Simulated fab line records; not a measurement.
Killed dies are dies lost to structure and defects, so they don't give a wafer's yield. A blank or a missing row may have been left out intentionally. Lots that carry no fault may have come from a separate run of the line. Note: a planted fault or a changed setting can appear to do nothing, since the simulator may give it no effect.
Split-lot trial :: flow n5_finfet :: 7 lots, 21 wafers read, on a route of 1938 steps

ABOUT THE SPLIT
At N5_BEOL_M5_COAT_66 (time 60 s, resist thk 12 nm), the setting spin_rpm was moved away from the recipe's 1500 rpm on 10 of the 21 wafers read, by -9.7% to +10.8%. This setting was run at the recipe's value on the other wafers.

FROM THE SPLIT TO THE READING: what the file shows between them, 4 steps
- N5_BEOL_M5_COAT_74: time 60 s, resist thk 5 nm
- N5_BEOL_M5_COAT_22: resist thk 30 nm
- N5_BEOL_M5_DESCUM_33: chemistry O2, time 7 s
- N5_BEOL_M5_ETCH_75: etches underlayer in N2/H2, target depth 6.5 nm, time 5.2 s

THE READING
etch.depth_nm (the simulator's own value, which no gauge read), in nm, at N5_BEOL_M5_ETCH_67 (etches SiARC in CF4, target depth 15.6 nm, time 26 s). There is no usual value for it anywhere in the file. Here, 11 wafers ran the recipe; their average is 12.01 nm with a standard deviation of 0.027 nm.

wafer: L076.1
tool, chamber at the split: litho_track-04, 0
spin_rpm as run, rpm: 1400
against the recipe: -6.7%
etch.depth_nm, nm: 12.42
against lot-mates on the recipe: +0.45

wafer: L076.2
tool, chamber at the split: litho_track-04, 0
spin_rpm as run, rpm: 1400
against the recipe: -6.7%
etch.depth_nm, nm: 12.43
against lot-mates on the recipe: +0.46

wafer: L076.6
tool, chamber at the split: litho_track-04, 0
spin_rpm as run, rpm: 1500
against the recipe: recipe
etch.depth_nm, nm: 11.97
against lot-mates on the recipe: -

wafer: L080.1
tool, chamber at the split: litho_track-05, 0
spin_rpm as run, rpm: 1616
against the recipe: +7.7%
etch.depth_nm, nm: 11.63
against lot-mates on the recipe: no lot-mate on the recipe

wafer: L080.2
tool, chamber at the split: litho_track-05, 0
spin_rpm as run, rpm: 1616
against the recipe: +7.7%
etch.depth_nm, nm: 11.59
against lot-mates on the recipe: no lot-mate on the recipe

wafer: L080.4
tool, chamber at the split: litho_track-05, 0
spin_rpm as run, rpm: 1616
against the recipe: +7.7%
etch.depth_nm, nm: 11.61
against lot-mates on the recipe: no lot-mate on the recipe

wafer: L082.1
tool, chamber at the split: litho_track-04, 0
spin_rpm as run, rpm: 1500
against the recipe: recipe
etch.depth_nm, nm: 12
against lot-mates on the recipe: -

wafer: L082.2
tool, chamber at the split: litho_track-04, 0
spin_rpm as run, rpm: 1387
against the recipe: -7.5%
etch.depth_nm, nm: 12.48
against lot-mates on the recipe: +0.48

wafer: L082.6
tool, chamber at the split: litho_track-04, 0
spin_rpm as run, rpm: 1387
against the recipe: -7.5%
etch.depth_nm, nm: 12.49
against lot-mates on the recipe: +0.49

wafer: L084.2
tool, chamber at the split: litho_track-01, 0
spin_rpm as run, rpm: 1355
against the recipe: -9.7%
etch.depth_nm, nm: 12.65
against lot-mates on the recipe: +0.64

wafer: L084.3
tool, chamber at the split: litho_track-01, 0
spin_rpm as run, rpm: 1500
against the recipe: recipe
etch.depth_nm, nm: 12.04
against lot-mates on the recipe: -

wafer: L084.5
tool, chamber at the split: litho_track-01, 0
spin_rpm as run, rpm: 1500
against the recipe: recipe
etch.depth_nm, nm: 11.98
against lot-mates on the recipe: -

wafer: L089.2
tool, chamber at the split: litho_track-01, 0
spin_rpm as run, rpm: 1500
against the recipe: recipe
etch.depth_nm, nm: 11.99
against lot-mates on the recipe: -

wafer: L089.5
tool, chamber at the split: litho_track-01, 0
spin_rpm as run, rpm: 1633
against the recipe: +8.9%
etch.depth_nm, nm: 11.54
against lot-mates on the recipe: -0.45

wafer: L089.6
tool, chamber at the split: litho_track-01, 0
spin_rpm as run, rpm: 1500
against the recipe: recipe
etch.depth_nm, nm: 11.99
against lot-mates on the recipe: -

wafer: L093.2
tool, chamber at the split: litho_track-01, 0
spin_rpm as run, rpm: 1500
against the recipe: recipe
etch.depth_nm, nm: 12.07
against lot-mates on the recipe: -

wafer: L093.3
tool, chamber at the split: litho_track-01, 0
spin_rpm as run, rpm: 1500
against the recipe: recipe
etch.depth_nm, nm: 12.01
against lot-mates on the recipe: -

wafer: L093.4
tool, chamber at the split: litho_track-01, 0
spin_rpm as run, rpm: 1500
against the recipe: recipe
etch.depth_nm, nm: 12.02
against lot-mates on the recipe: -

wafer: L095.4
tool, chamber at the split: litho_track-05, 0
spin_rpm as run, rpm: 1500
against the recipe: recipe
etch.depth_nm, nm: 12.01
against lot-mates on the recipe: -

wafer: L095.6
tool, chamber at the split: litho_track-05, 0
spin_rpm as run, rpm: 1500
against the recipe: recipe
etch.depth_nm, nm: 12.01
against lot-mates on the recipe: -

wafer: L095.5
tool, chamber at the split: litho_track-05, 0
spin_rpm as run, rpm: 1662
against the recipe: +10.8%
etch.depth_nm, nm: 11.43
against lot-mates on the recipe: -0.58

FIT RESULTS
A straight line over all 21 wafers: etch.depth_nm changes by -0.0577 nm for each +1% of spin_rpm; r = -1.00; the points scatter about the line by 0.034 nm.
The same after taking each lot's own level away (the mean of its wafers on the recipe; 18 wafers): -0.0599 nm for each +1%; r = -0.99; scatter 0.034 nm.
That fit puts the effect of the largest move of spin_rpm on the reading at 0.65 nm.
The lots' own levels span 11.970 to 12.033 nm, that is 2.4 times the standard deviation above.
Consequently the slope shifts little with the lot-to-lot level, the two slopes agreeing.
Check: for one of the wafers moved furthest among these (+10.8%), held out of the fit, the line's prediction against its lot-mates is -0.65 nm. It came out at -0.58 nm against them.

THESE WAFERS: OTHER SPLITS
Other splits were also applied to these wafers ahead of the reading. Each is held against what the fit with the lots' levels taken away leaves over:
other split on the same wafers: N5_BEOL_M0_SAQP_DESCUM_19 time_s
wafers away from the commonest value: 8
r with etch.depth_nm (lot level and that fit taken away): +0.11

other split on the same wafers: N5_BEOL_M1_PECVD_72 time_s
wafers away from the commonest value: 6
r with etch.depth_nm (lot level and that fit taken away): -0.19

other split on the same wafers: N5_BEOL_M2_TRENCH_ETCH_37 source_w
wafers away from the commonest value: 10
r with etch.depth_nm (lot level and that fit taken away): -0.19

other split on the same wafers: N5_BEOL_M5_ETCH_62 source_w
wafers away from the commonest value: 6
r with etch.depth_nm (lot level and that fit taken away): +0.39

THE WHOLE CHAIN: every reading that the file lists as answering this split, in the file's order
step: N5_BEOL_M5_COAT_66
what it does: time 60 s, resist thk 12 nm
reading: SiARC_of_BEOL_M5_COAT_66.thk_nm (the simulator's own value, which no gauge read)
change (the file's fit): -0.0552 nm for each +1% of the setting
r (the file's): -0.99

step: N5_BEOL_M5_ETCH_67
what it does: etches SiARC in CF4, target depth 15.6 nm, time 26 s
reading: CAR-EUV_of_BEOL_M5_COAT_22.thk_nm (the simulator's own value, which no gauge read)
change (the file's fit): +0.0405 nm for each +1% of the setting
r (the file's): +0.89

step: N5_BEOL_M5_ETCH_67
what it does: etches SiARC in CF4, target depth 15.6 nm, time 26 s
reading: etch.depth_nm (the simulator's own value, which no gauge read)
change (the file's fit): -0.0593 nm for each +1% of the setting
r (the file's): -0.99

FILE'S OWN FIT
etch.depth_nm changes by -0.0593 nm for each +1% of spin_rpm, r = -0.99.
